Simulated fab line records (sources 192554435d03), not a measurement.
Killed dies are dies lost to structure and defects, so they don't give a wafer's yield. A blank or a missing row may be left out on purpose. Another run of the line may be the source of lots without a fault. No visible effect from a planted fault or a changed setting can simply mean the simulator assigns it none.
Matching of chambers :: flow n5 finfet :: N5_STI_FIN_REVEAL_ALD_14 on ald sin-02: 4 sister chambers
The step deposits Si3N4, target thk 3 nm. 4 wafers are shown with their chamber, then 9 later ones without.

WAFERS WITH THEIR CHAMBER
wafer: L089.3
chamber: 2
heater power w (W): 783

wafer: L093.4
chamber: 3
heater power w (W): 1073

wafer: L093.5
chamber: 0
heater power w (W): 867

wafer: L093.6
chamber: 1
heater power w (W): 712

WAFERS MISSING THEIR CHAMBER
wafer: L094.2
heater power w (W): 697

wafer: L094.3
heater power w (W): 1054

wafer: L094.4
heater power w (W): 876

wafer: L095.1
heater power w (W): 865

wafer: L095.4
heater power w (W): 872

wafer: L095.5
heater power w (W): 778

wafer: L096.1
heater power w (W): 778

wafer: L096.2
heater power w (W): 1083

wafer: L096.6
heater power w (W): 1078

WHICH CHAMBER EACH ONE RAN IN
wafer: L094.2
from the rows above: 1
in truth: 1

wafer: L094.3
from the rows above: 3
in truth: 3

wafer: L094.4
from the rows above: 0
in truth: 0

wafer: L095.1
from the rows above: 0
in truth: 0

wafer: L095.4
from the rows above: 0
in truth: 0

wafer: L095.5
from the rows above: 2
in truth: 2

wafer: L096.1
from the rows above: 2
in truth: 2

wafer: L096.2
from the rows above: 3
in truth: 3

wafer: L096.6
from the rows above: 3
in truth: 3
9 of 9 placed correctly. Left unplaced by these rows: 0. Wrongly placed: 0.
How it was worked out, from the rows above alone: a wafer's distance from a chamber is the root of the sum, over the readings, of the square of ((its reading less the chamber's mean) divided by the reading's scatter). The wafer belongs to the nearest chamber; if the next one is less than 2 further off, it can't be placed. Each chamber's mean is taken over the wafers shown for it. The scatter: with one shown wafer a chamber, the root of the mean of the squares of how far each hidden wafer lies from its nearest shown one.
